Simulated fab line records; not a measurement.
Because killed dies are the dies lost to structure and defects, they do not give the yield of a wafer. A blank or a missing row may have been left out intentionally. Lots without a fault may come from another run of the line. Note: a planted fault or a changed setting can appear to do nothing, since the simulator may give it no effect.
Matching of chambers	flow nand harc	NHARC_A_CONTACT_ETCH_76 on rie diel-11 has 4 sister chambers
The step etches the open film in N2/H2, target depth 260 nm, time 475.3 s. 15 wafers are shown with their chamber, then 7 later ones without.

WAFERS PAIRED WITH THEIR CHAMBERS
wafer	chamber	oes product au (a.u.)	run length s (s)	rf vpp V (V)
L352.2	3	1.028	496.0	429.7
L352.3	1	0.995	496.4	429.8
L352.6	0	0.995	497.3	432.6
L350.2	0	0.997	497.3	434.3
L350.3	2	0.985	496.4	428.3
L350.4	3	1.021	495.9	429.7
L351.1	2	0.965	496.6	429.4
L351.3	3	1.011	496.3	429.5
L351.6	2	0.972	496.5	427.6
L353.1	3	1.020	495.7	428.6
L353.3	2	0.977	497.2	428.4
L353.5	3	1.018	496.2	428.8
L354.1	2	0.979	496.5	428.1
L354.5	2	0.971	496.8	428.7
L354.6	1	0.999	496.4	432.3

SIGNATURES (means of the wafers above)
reading	chamber 0	chamber 1	chamber 2	chamber 3	scatter within a chamber
oes product au	0.99600	0.99700	0.97483	1.01960	0.00606
run length s	497.300	496.400	496.667	496.020	0.245
rf vpp V	433.450	431.050	428.417	429.260	0.825
Rule: for a wafer and a chamber, the distance is found by dividing, reading by reading, the gap between the wafer's reading and the chamber's mean by the reading's scatter, squaring, summing and taking the root. If the next closest chamber is less than 2 further off than the closest, the wafer can't be placed; otherwise it belongs to the closest. How the scatter is found: for the shown wafers, subtract from each reading the mean of its chamber, square and add these, divide the total by (wafers less chambers), then take the root.

WAFERS WHOSE CHAMBER IS MISSING
wafer	oes product au (a.u.)	run length s (s)	rf vpp V (V)
L361.2	0.997	496.1	431.0
L361.3	1.013	495.9	428.7
L361.5	0.970	496.9	428.6
L364.1	0.959	496.5	427.2
L364.3	0.972	497.2	432.5
L364.4	1.015	495.8	428.1
L369.6	1.011	496.3	431.1

WHICH CHAMBER EACH ONE RAN IN
wafer	from the rows above	in truth
L361.2	1	1
L361.3	3	3
L361.5	2	2
L364.1	2	2
L364.3	can't be placed: 0 or 2 or 1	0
L364.4	3	3
L369.6	can't be placed: 1 or 3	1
5 of 7 placed correctly. Unplaceable from these rows: 2, with the true chamber sitting among the candidates in 2. Number placed wrongly: 0.
